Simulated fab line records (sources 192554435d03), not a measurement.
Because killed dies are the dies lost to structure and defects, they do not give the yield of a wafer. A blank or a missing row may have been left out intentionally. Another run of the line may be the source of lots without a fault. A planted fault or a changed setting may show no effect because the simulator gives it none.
A struck lot beside a sound one | flow n5_finfet | 17 steps out of a route of 1938
Sound: wafers L663.2, L663.5, L663.6. Wafers L652.1, L652.2, L652.6 were the ones struck. The cause is given at the end.
At each step with rows: each side's tool, then ch and its chambers, then its first start. Under that, the readings that differ: sound wafers | struck wafers | difference of the means | sigmas: that difference in standard deviations of wafers without a fault.
alike: a reading whose means differ by less than 2 such deviations, as well as words and numbers matching on both sides. not compared: withheld readings; readings where some wafer has no value; bounds like >300 that might hide an equal value; numbers whose values overlap and for which the record gives no deviation.
Wherever a step has rows on one side only, a row that says differs or no value, or a row with sigmas, the two part there. Non-overlapping numbers with no deviation appear without sigmas and do not part them. Lack of a reading on every wafer of one side parts them only where that side has two or more wafers.

first, 4 steps without rows for these wafers: N5_BEOL_M2_ANNEAL_82 (time 240 s); N5_BEOL_M2_SPUTTER_86 (material Cu, target thk 4.5 nm, time 8.29 s); N5_BEOL_M2_ANNEAL_87 (time 240 s); N5_BEOL_M2_SPUTTER_88 (material Cu, target thk 4.5 nm, time 8.29 s).
N5_BEOL_M2_ANNEAL_89: time 240 s.
  sound on pvd_sputter-03 at day 10 19:20; struck on pvd_sputter-03 at day 7 19:44
  alike: heater_power_w
then, 2 steps without rows for these wafers: N5_BEOL_M2_SPUTTER_90 (material Cu, target thk 4.5 nm, time 8.29 s); N5_BEOL_M2_ANNEAL_91 (time 240 s).
N5_BEOL_M2_SPUTTER_92: material Cu, target thk 4.5 nm, time 8.29 s.
  sound on pvd_sputter-03 at day 10 19:42; struck on pvd_sputter-03 at day 7 20:06
  alike: chamber_pressure_pa, throttle_valve_pct
then, 1 step without rows for these wafers: N5_BEOL_M2_ANNEAL_93 (time 240 s).
N5_BEOL_M2_SPUTTER_94: material Cu, target thk 4.5 nm, time 8.29 s.
  sound on pvd_sputter-03 at day 10 19:55; struck on pvd_sputter-03 at day 7 20:19
  alike: chamber_pressure_pa, throttle_valve_pct
N5_BEOL_M2_ANNEAL_95: time 240 s.
  sound on pvd_sputter-03 at day 10 20:00; struck on pvd_sputter-03 at day 7 20:24
  alike: heater_power_w
then, 1 step without rows for these wafers: N5_BEOL_M2_SPUTTER_96 (material Cu, target thk 4.5 nm, time 8.29 s).
N5_BEOL_M2_ECD_50: material Cu, target thk 300 nm.
  sound on ecd_cu-01 ch 0,1, day 10 20:16; struck on ecd_cu-02 ch 0,1, day 7 20:39
N5_BEOL_M2_ANNEAL_51: time 90 s.
  sound on rtp_anneal-02 ch 0, day 10 20:23; struck on rtp_anneal-01 ch 0, day 7 20:44
  alike: wafer_temp_C_max
N5_BEOL_M2_CMP_52: polishes, stops on SiOC, t overpolish 6.8 s, target thk 40 nm.
  sound on cmp-04 ch 0,2,3, day 10 20:43; struck on cmp-02 ch 0,3, day 7 21:04
  reading                | sound    | struck | difference | sigmas
  time_to_endpoint_s (s) | 65 61 61 | 1 5 2  | -60        | -15
  alike: motor_current_A
N5_BEOL_M4_RC_MEAS_101:
  the record has rows for the sound wafers here (prober-02 ch 0, day 12 02:20) and none for the struck ones
-- record jumps: 6 days separate the struck wafers' starts on either side; left off in module BEOL_M4, taken up again in module PASSIVATION, whose first shown step is the route's number 1936 --
N5_PASSIVATION_PROBE_49:
  sound on prober-02 at day 16 20:56; struck on prober-01 at day 13 12:05
  reading                  | sound          | struck         | difference | sigmas
  defect_limited_yield (%) | 89.8 88.8 90.5 | 0 0 0          | -90        | -64
  killed_at_M0_to_M3       | 49 51 42       | 1119 1117 1115 | +1070      | +97
  killed_at_other          | 5 14 9         | 1 6 1          | -7         | -2
  killed_dies              | 120 132 112    | 1180 1180 1180 | +1059      | +66
  killed_on_rim            | 7 21 15        | 152 152 152    | +138       | +33
  sort_bin_5_function (%)  | 6.5 6.6 6.1    | 96.2 97.7 97.0 | +90.6      | +99 or more
  sort_n_pass              | 1060 1048 1068 | 0 0 0          | -1059      | -50
  sort_yield_pct (%)       | 89.8 88.8 90.5 | 0 0 0          | -90        | -50
  alike: killed_at_M4_up, killed_at_contacts, killed_at_front_end, killed_open, killed_short, sort_bin_4_leakage, sort_bin_6_memory

== WHERE THEY PART ==
At N5_BEOL_M2_CMP_52 first; at N5_PASSIVATION_PROBE_49 last (within this record only).

WHY: what the simulator had put in
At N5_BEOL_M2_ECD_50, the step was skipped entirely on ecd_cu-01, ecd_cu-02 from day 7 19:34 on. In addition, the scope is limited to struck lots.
